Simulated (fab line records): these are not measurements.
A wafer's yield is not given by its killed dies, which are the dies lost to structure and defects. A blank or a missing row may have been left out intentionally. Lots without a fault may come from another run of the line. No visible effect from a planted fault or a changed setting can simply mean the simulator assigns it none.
Matching of chambers ; flow n5 finfet ; N5_BEOL_M3_ETCH_64 on rie diel-03 has 4 sister chambers
The step etches SOC in N2/H2, target depth 75 nm, overetch 15 nm, time 112.5 s. 8 wafers are shown with their chamber, then 7 later ones without.

== WAFERS WITH THEIR CHAMBER ==
wafer;chamber;throttle valve pct (%);oes product au (a.u.)
L076.2;1;17.86;0.59
L077.2;0;17.98;0.61
L077.5;2;17.46;0.73
L078.1;0;17.99;0.61
L078.2;3;18.03;0.57
L078.3;2;17.49;0.72
L080.2;3;18.04;0.57
L080.3;1;17.88;0.59

== WAFERS MISSING THEIR CHAMBER ==
wafer;throttle valve pct (%);oes product au (a.u.)
L080.6;17.99;0.61
L093.3;18.04;0.59
L093.4;18.08;0.55
L093.6;17.91;0.57
L097.1;17.56;0.66
L097.2;18.04;0.59
L097.5;17.91;0.57

== THE CHAMBER EACH PASSED THROUGH ==
wafer;from the rows above;in truth
L080.6;0;0
L093.3;can't be placed: 3 or 0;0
L093.4;3;3
L093.6;1;1
L097.1;2;2
L097.2;can't be placed: 3 or 0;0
L097.5;1;1
Correct placement for 5 of the 7. From these rows, 2 cannot be placed; in 2 the true chamber is one of the candidates. 0 placed wrongly.
How it was worked out, from the rows above alone: a wafer's distance from a chamber is the root of the sum, over the readings, of the square of ((its reading less the chamber's mean) divided by the reading's scatter). If the next closest chamber is less than 2 further off than the closest, the wafer can't be placed; otherwise it belongs to the closest. Each chamber's mean is taken over the wafers shown for it. The scatter is the square root of a quotient: the sum, over the shown wafers, of each reading's squared deviation from its chamber's mean, divided by wafers minus chambers.
